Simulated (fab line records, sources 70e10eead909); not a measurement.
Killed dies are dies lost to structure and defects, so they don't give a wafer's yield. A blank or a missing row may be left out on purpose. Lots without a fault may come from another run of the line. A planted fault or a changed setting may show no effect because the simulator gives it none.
Problem report in the 8D (eight disciplines) form, filled by code | flow nand_harc | the parts of the form that need people (team, actions taken, sign-off) are left out

1. THE PROBLEM
thk_nm at NHARC_A_ONON_D1_THK_MEAS_18 reads a mean of 925 nm on 1 wafer of 1 lot; wafers without a fault read 996 nm with a standard deviation of 8.8. That is -8.1 standard deviations from the usual mean.
The step: measures by ellipsometry.
First seen on wafer L963.1, day 11 11:29, on film_metro-02. The record holds 39 wafers of 13 lots with a number at this step. Rule for "out", or "out of limits": more than 4 standard deviations from the usual mean. The other wafers with a number count as sound.

2. WHAT IT IS AND WHAT IT IS NOT
question                    | is                | is not
which readings at this step | thk_nm            | -
which lots                  | L963              | L951, L952, L953, L954, L955, L956, L967, L969, L970, L972, L973, L974
which wafers of those lots  | L963.1            | L963.2, L963.3
read on which gauges        | film_metro-02     | film_metro-01
when                        | from day 11 11:29 | up to then (20 sound wafers); but 18 sound wafers of L967, L969, L970, L972, L973, L974 came after

3. SUSPECTS, AND WHAT RULES EACH OUT
Counting: a tool at a process step up to the reading stays a suspect if it ran every lot that is out. Sound lots after the first of them don't rule it out here, since some wafers of a struck lot are sound.
- the gauge at NHARC_A_ONON_D1_THK_MEAS_18: kept. All the wafers that are out were read on film_metro-02, and no step on other tools shows them out.
- pecvd_onon-02 at NHARC_A_ONON_D1_DEP_16 (target thk 1000 nm): kept. It ran the lot that is out, L963 (day 11 10:59); its last sound lot up to then is L955 (day 9 00:42).
Left after counting: pecvd_onon-02 at NHARC_A_ONON_D1_DEP_16, film_metro-02 at NHARC_A_ONON_D1_THK_MEAS_18.

4. THE CAUSE (what the simulator had put in)
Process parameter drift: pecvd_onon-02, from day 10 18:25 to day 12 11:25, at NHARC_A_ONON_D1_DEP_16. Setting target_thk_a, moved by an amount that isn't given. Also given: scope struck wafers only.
Counting left 2 suspects, and this tool is among them.

5. THE CHAIN OF EFFECTS, in route order
Each row: a reading whose mean over the struck wafers that have a number lies more than 3 standard deviations from the usual. Only readings for which the record gives a usual standard deviation are gone through. hours: the time from each lot's start at the first step in this table that gives one to its start at this step, as a median over the lots. sigmas: the change in usual standard deviations.
hours | step                        | reading | usual  | on struck wafers | change | sigmas
0     | NHARC_A_ONON_D1_THK_MEAS_18 | thk_nm  | 996 nm | 925              | -71    | -8.1
Readings that are blank on the struck wafers while sound wafers have them: susceptor_temp_C at NHARC_A_CHANNEL_HOLE_D1_DEP_00.
Later measuring or inspecting steps at which every struck wafer that the step has a row for has a number for every such reading, and none has moved that far: NHARC_A_ONON_D1_THK_MEAS_27.

6. WHAT WOULD HAVE CAUGHT IT SOONER
In this record the first reading out of limits at a measuring or inspecting step was taken at day 11 11:29, 17 hours after the fault began at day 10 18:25.
Of the tool readings at NHARC_A_ONON_D1_DEP_16 for which the record gives a usual standard deviation, none was out on any struck wafer, so an alarm limit of 4 standard deviations on them would not have fired.
All the lots that are out (1) had begun NHARC_A_ONON_D1_DEP_16 on pecvd_onon-02 by day 11 11:29. A hold on the tool at that time would have spared none of them.
